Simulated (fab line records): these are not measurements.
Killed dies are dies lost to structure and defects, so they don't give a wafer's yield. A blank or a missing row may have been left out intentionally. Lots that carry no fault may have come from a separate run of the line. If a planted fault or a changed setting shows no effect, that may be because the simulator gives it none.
Matching of chambers    flow nand-harc    NHARC_A_CHANNEL_FILL_D2_ALD_14 on ald-hk-02 has 4 sister chambers
The step deposits SiO2, target thk 2.5 nm, pulse time 10 s, ald cycles 25. 7 wafers are shown with their chamber, then 9 later ones without.

== WAFERS PAIRED WITH THEIR CHAMBERS ==
wafer   chamber  heater-power-w (W)  susceptor-temp-C (C)
L080.1  3        448                 299.82
L084.5  2        561                 299.71
L088.5  1        457                 300.29
L088.6  2        573                 299.85
L089.2  0        445                 299.79
L089.4  3        459                 300.33
L089.5  1        470                 299.99

== WAFERS WHOSE CHAMBER IS MISSING ==
wafer   heater-power-w (W)  susceptor-temp-C (C)
L091.2  440                 300.13
L091.3  447                 300.04
L091.4  454                 300.16
L094.1  458                 300.21
L094.2  447                 300.12
L094.3  563                 300.10
L096.1  451                 300.04
L096.4  445                 300.11
L096.6  457                 299.94

== CHAMBER TAKEN BY EACH ==
wafer   from the rows above           in truth
L091.2  can't be placed: 0 or 3 or 1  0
L091.3  can't be placed: 3 or 0 or 1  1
L091.4  can't be placed: 3 or 1 or 0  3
L094.1  can't be placed: 1 or 3 or 0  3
L094.2  can't be placed: 3 or 0 or 1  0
L094.3  2                             2
L096.1  can't be placed: 3 or 0 or 1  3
L096.4  can't be placed: 3 or 0 or 1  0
L096.6  can't be placed: 3 or 1 or 0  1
Correct placement for 1 of the 9. These rows do not allow placing 8 (true chamber among the candidates in 8). Wrongly placed: 0.
How it was worked out, from the rows above alone: a wafer's distance from a chamber is the root of the sum, over the readings, of the square of ((its reading less the chamber's mean) divided by the reading's scatter). If the next closest chamber is less than 2 further off than the closest, the wafer can't be placed; otherwise it belongs to the closest. Each chamber's mean is taken over the wafers shown for it. How the scatter is found: for the shown wafers, subtract from each reading the mean of its chamber, square and add these, divide the total by (wafers less chambers), then take the root.
